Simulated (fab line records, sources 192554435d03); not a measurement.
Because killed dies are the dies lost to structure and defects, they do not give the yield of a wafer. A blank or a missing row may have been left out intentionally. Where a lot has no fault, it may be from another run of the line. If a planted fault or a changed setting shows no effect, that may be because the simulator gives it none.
Struck lot and sound lot, side by side + flow n5-finfet + 20 out of 1938 route steps
Sound: wafers L821.1, L821.3, L821.5. Struck: wafer L824.6 (L824.2, L824.3, from the same lot, were not struck and are left out); the cause is given at the end.
Each step with rows lists, per side, the tool, then ch with its chambers, then its first start. Under that, the readings that differ: sound wafers + struck wafers + difference of the means + sigmas: that difference in standard deviations of wafers without a fault.
alike: words and numbers the same on both sides, and readings whose means are apart by under 2 such deviations; not compared: readings that were withheld, readings missing a value for some wafer, numbers with overlapping values and no deviation given by the record, and bounds like >300 which may hide the same value.
The two part at a step that has a row with sigmas, a row that says differs or no value, or rows on one side only. Numbers that have no deviation but don't overlap get no sigmas and don't part them. Lack of a reading on every wafer of one side parts them only where that side has two or more wafers.

first, 6 steps without rows for these wafers: N5_BEOL_M4_COAT_05 (resist thk 30 nm); N5_BEOL_M4_EBR_07; N5_BEOL_M4_SOFTBAKE_06 (time 60 s); N5_BEOL_M4_EXPOSE_08 (exposes mask M4); N5_BEOL_M4_PEB_09 (peb time 60 s); N5_BEOL_M4_DEVELOP_10 (develop time 30 s).
N5_BEOL_M4_CD_MEAS_11 targets a cd of 16.79 nm.
  sound on cd-sem-01 ch 0, day 9 08:49; struck on cd-sem-01 ch 0, day 9 13:28
  alike: cd-nm
N5_BEOL_M4_OVL_MEAS_12:
  sound on overlay-02 ch 0, day 9 08:51; struck on overlay-02 ch 0, day 9 13:29
| reading     | sound         | struck | difference | sigmas |
|-------------|---------------|--------|------------|--------|
| M4_OVL (nm) | -0.6 0.1 -0.1 | 1.1    | +1.3       | +2     |
N5_BEOL_M4_INSPECT_13: inspects for defects (brightfield).
  sound: defect-inspect-01 at day 9 08:55; struck: defect-inspect-02 at day 9 13:32
  alike: raw-defect-count
N5_BEOL_M4_DESCUM_16: chemistry O2, time 7 s.
  sound on rie-diel-04 ch 1,2, day 9 08:58; struck on rie-diel-04 ch 3, day 9 13:35
  alike: drypump-motor-current-A, oes-product-au, rf-vpp-V, showerhead-plenum-p-Torr, throttle-valve-pct
  not compared: rf-hours-counter-h
N5_BEOL_M4_ETCH_74: etches underlayer in N2/H2, target depth 6.5 nm, time 5.2 s.
  sound on rie-diel-04 ch 1,2, day 9 08:59; struck on rie-diel-04 ch 3, day 9 13:37
| reading               | sound          | struck | difference | sigmas |
|-----------------------|----------------|--------|------------|--------|
| etch-rf-on-time-s (s) | 5.10 5.07 5.06 | 5.51   | +0.43      | +3     |
  alike: drypump-motor-current-A, oes-product-au, rf-vpp-V, showerhead-plenum-p-Torr, throttle-valve-pct
  not compared: rf-hours-counter-h
N5_BEOL_M4_ETCH_63: etches SiARC in CF4, target depth 15.6 nm, time 26 s.
  sound on rie-diel-04 ch 1,2, day 9 09:01; struck on rie-diel-04 ch 3, day 9 13:38
| reading               | sound          | struck | difference | sigmas |
|-----------------------|----------------|--------|------------|--------|
| etch-rf-on-time-s (s) | 25.8 25.6 25.6 | 26.9   | +1.2       | +2     |
  alike: drypump-motor-current-A, oes-product-au, rf-vpp-V, showerhead-plenum-p-Torr, throttle-valve-pct
  not compared: rf-hours-counter-h
N5_BEOL_M4_ETCH_64: etches SOC in N2/H2, target depth 75 nm, overetch 22.5 nm, time 121.9 s.
  sound on rie-diel-04 ch 1,2, day 9 09:02; struck on rie-diel-04 ch 3, day 9 13:40
| reading                                    | sound          | struck | difference | sigmas |
|--------------------------------------------|----------------|--------|------------|--------|
| oes-product-au (a.u.)                      | 0.62 0.67 0.66 | 0.49   | -0.16      | -3     |
| model.SiARC_of_BEOL_M4_COAT_62.thk-nm (nm) | 6.2 6.2 6.2    | 4.6    | -1.6       |        |
| model.BEOL_M4.cd-offset-nm (nm)            | 0 0.2 0        | 0.6    | +0.5       |        |
  alike: drypump-motor-current-A, rf-vpp-V, showerhead-plenum-p-Torr, throttle-valve-pct
  not compared: rf-hours-counter-h
then, 2 steps without rows for these wafers: N5_BEOL_M4_STRIP_65 (strips in N2/H2); N5_BEOL_M4_STRIP_75 (strips in N2/H2).
N5_BEOL_M4_STRIP_66: strips in CF4.
  sound on rie-diel-04 ch 1,2, day 9 09:10; struck on rie-diel-04 ch 3, day 9 13:47
  alike: drypump-motor-current-A, oes-product-au, rf-vpp-V, showerhead-plenum-p-Torr, throttle-valve-pct
  not compared: rf-hours-counter-h
N5_BEOL_M4_HM_OPEN_17: chemistry Cl2/BCl3, target TiN, target depth 20 nm, overetch 6 nm.
  sound on rie-metal-02 ch 0, day 9 09:13; struck on rie-metal-03 ch 0, day 9 13:52
| reading                         | sound             | struck | difference | sigmas |
|---------------------------------|-------------------|--------|------------|--------|
| oes-product-au (a.u.)           | 0.73 0.73 0.73    | 0.44   | -0.29      | -3     |
| throttle-valve-pct (%)          | 21.5 21.5 21.5    | 22.4   | +0.9       | +3     |
| model.etch.depth-nm (nm)        | 19.87 19.75 19.93 | 15.37  | -4.48      |        |
| model.BEOL_M4.cd-offset-nm (nm) | 0.4 0.6 0.4       | 0.8    | +0.3       |        |
  alike: drypump-motor-current-A
  not compared: rf-hours-counter-h
N5_BEOL_M4_STRIP_19: strips in O2.
  sound on rie-diel-04 ch 0,3, day 9 09:25; struck on rie-diel-04 ch 3, day 9 14:02
| reading                     | sound       | struck | difference | sigmas |
|-----------------------------|-------------|--------|------------|--------|
| drypump-motor-current-A (A) | 4.9 6.1 6.1 | 4.9    | -0.8       | -2     |
  alike: oes-product-au, rf-vpp-V, showerhead-plenum-p-Torr, throttle-valve-pct
  not compared: rf-hours-counter-h
N5_BEOL_M4_RC_MEAS_101:
  sound on prober-02 ch 0, day 9 17:02; struck on prober-01 ch 0, day 9 21:23
  alike: DIBL_N, DIBL_P, IOFF_N, IOFF_P, ION_N, ION_P, SS_N, SS_P, VT_N, VT_P
-- record jumps: 5 days separate the struck wafers' starts on either side; left off in module BEOL_M4, taken up again in module PASSIVATION, whose first shown step is the route's number 1936 --
N5_PASSIVATION_PROBE_49:
  sound: prober-02 at day 14 08:13; struck: prober-01 at day 14 10:54
| reading            | sound    | struck | difference | sigmas |
|--------------------|----------|--------|------------|--------|
| killed_at_M0_to_M3 | 48 40 38 | 21     | -21        | -2     |
  alike: defect-limited-yield, killed_at_M4_up, killed-at-contacts, killed-at-front-end, killed-at-other, killed-dies, killed-on-rim, killed-open, killed-short, sort_bin_5_function, sort_bin_6_memory, sort-n-pass, sort-yield-pct

WHERE THEY PART
Last at N5_PASSIVATION_PROBE_49 as far as this record goes, first at N5_BEOL_M4_OVL_MEAS_12.

WHY: what the simulator had put in
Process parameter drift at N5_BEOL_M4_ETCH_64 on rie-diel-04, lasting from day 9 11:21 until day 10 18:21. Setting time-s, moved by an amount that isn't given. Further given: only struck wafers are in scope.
